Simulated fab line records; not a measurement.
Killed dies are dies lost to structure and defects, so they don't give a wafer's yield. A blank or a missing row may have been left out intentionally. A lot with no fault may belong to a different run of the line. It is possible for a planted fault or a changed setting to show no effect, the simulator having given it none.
Chamber matching | flow nand harc | 4 sister chambers for NHARC_P_BONDPAD_DESCUM_11 on rie diel-12
The step chemistry O2, time 3 s. 8 wafers are shown with their chamber, then 7 later ones without.

== WAFERS PAIRED WITH THEIR CHAMBERS ==
wafer  | chamber | showerhead plenum p Torr (Torr) | oes product au (a.u.)
L076.5 | 3       | 2.03                            | 0.992
L084.2 | 0       | 1.87                            | 0.997
L085.3 | 0       | 1.87                            | 0.996
L085.5 | 3       | 2.02                            | 0.984
L086.3 | 1       | 1.93                            | 0.995
L086.5 | 2       | 1.87                            | 1.006
L089.1 | 1       | 1.93                            | 0.997
L089.5 | 2       | 1.87                            | 1.001

== WAFERS WITH NO CHAMBER GIVEN ==
wafer  | showerhead plenum p Torr (Torr) | oes product au (a.u.)
L089.6 | 1.93                            | 0.992
L092.1 | 2.02                            | 1.007
L092.3 | 1.87                            | 1.003
L092.5 | 1.87                            | 1.004
L094.2 | 1.87                            | 0.991
L094.4 | 1.93                            | 0.995
L094.5 | 1.93                            | 0.987

== CHAMBER TAKEN BY EACH ==
wafer  | from the rows above     | in truth
L089.6 | 1                       | 1
L092.1 | 3                       | 3
L092.3 | can't be placed: 2 or 0 | 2
L092.5 | 2                       | 2
L094.2 | 0                       | 0
L094.4 | 1                       | 1
L094.5 | 1                       | 1
Correct placement for 6 of the 7. These rows do not allow placing 1 (true chamber among the candidates in 1). Wrongly placed: 0.
How it was worked out, from the rows above alone: a wafer's distance from a chamber is the root of the sum, over the readings, of the square of ((its reading less the chamber's mean) divided by the reading's scatter). The wafer belongs to the nearest chamber; if the next one is less than 2 further off, it can't be placed. For every chamber, the mean is computed from those of its wafers that are shown. The scatter: the root of (the sum of the squares of (reading less its chamber's mean) over the shown wafers, divided by (wafers less chambers)).
